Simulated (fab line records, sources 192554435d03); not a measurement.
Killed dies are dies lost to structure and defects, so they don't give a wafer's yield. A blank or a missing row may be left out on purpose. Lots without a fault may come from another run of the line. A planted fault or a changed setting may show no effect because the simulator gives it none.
Which tool did it? | flow n5_finfet | 24 lots, 72 wafers sampled, at 1 step of a route of 1938

WHAT THE GAUGES READ, wafer by wafer
N5_BEOL_M0_CUTY_CD_MEAS_57: target cd 200 nm.
lot  | measured     | on        | cd_nm (nm)
L074 | day 5 17:26  | cd_sem-01 | 199.4 197.9 199.4
L075 | day 5 23:46  | cd_sem-01 | 197.8 199.0 198.5
L076 | day 6 07:28  | cd_sem-01 | 200.5 200.0 199.9
L077 | day 6 08:02  | cd_sem-02 | 196.9 198.3 199.4
L078 | day 6 22:35  | cd_sem-01 | 199.7 199.1 198.9
L079 | day 7 07:48  | cd_sem-03 | 199.9 199.4 200.8
L080 | day 7 12:46  | cd_sem-03 | 198.8 200.4 200.3
L081 | day 7 16:38  | cd_sem-01 | 198.6 198.0 199.4
L082 | day 7 21:05  | cd_sem-02 | 199.7 198.8 197.6
L083 | day 7 22:06  | cd_sem-02 | 198.7 197.5 196.4
L084 | day 8 06:57  | cd_sem-02 | 198.8 199.1 197.2
L085 | day 8 17:41  | cd_sem-03 | 198.5 198.0 198.7
L086 | day 8 17:59  | cd_sem-02 | 200.8 200.5 200.6
L087 | day 9 07:26  | cd_sem-01 | 199.7 199.7 198.1
L088 | day 9 09:15  | cd_sem-03 | 199.6 199.8 199.3
L089 | day 9 14:31  | cd_sem-01 | 198.9 199.3 199.9
L090 | day 9 14:53  | cd_sem-01 | 198.3 198.9 198.4
L091 | day 9 20:31  | cd_sem-03 | 200.0 198.4 198.6
L092 | day 10 04:22 | cd_sem-01 | 199.4 198.2 198.0
L093 | day 10 11:56 | cd_sem-01 | 200.6 199.2 198.7
L094 | day 10 17:25 | cd_sem-01 | 198.5 199.4 198.8
L095 | day 11 05:22 | cd_sem-03 | 200.2 200.7 199.7
L096 | day 11 08:05 | cd_sem-02 | 201.4 201.0 201.5
L097 | day 11 12:22 | cd_sem-02 | 199.8 199.5 199.7

WHICH TOOL RAN EACH LOT (tool, then ch and the chambers of the sampled wafers, then the start)
The record holds no process step before these readings.

WHAT THE TOOLS THEMSELVES READ (means of the sampled wafers that have a number; where no wafer has one, the mark that the record gives instead)
The record holds no such reading with a usual standard deviation.

THE ANSWER, worked out from the rows above alone
Rule: what is usual is taken from the lots themselves. Put in order of their means at a reading, lots are off if they are a third of the lots or fewer, leave a main group of 4 or more, and stand apart from it by a gap of 3 or more times the standard deviation of the main group's means; of several such gaps the widest counts. A main group whose means are all the same, to the digits that the tables above print for the reading, isn't used. A lot without any number at a reading at which 4 lots or more have one is off too. The other lots that the step has rows for count as sound. The gauges are gone through in route order, then the tools' own readings, and for those a lot's mean is taken as printed above. The first step at which some lot is off is used, and at that step the reading that is off furthest; a lot without a number counts as furthest.
No lot is off at any reading shown: from this, nothing can be told.

WHAT THE SIMULATOR HAD PUT IN
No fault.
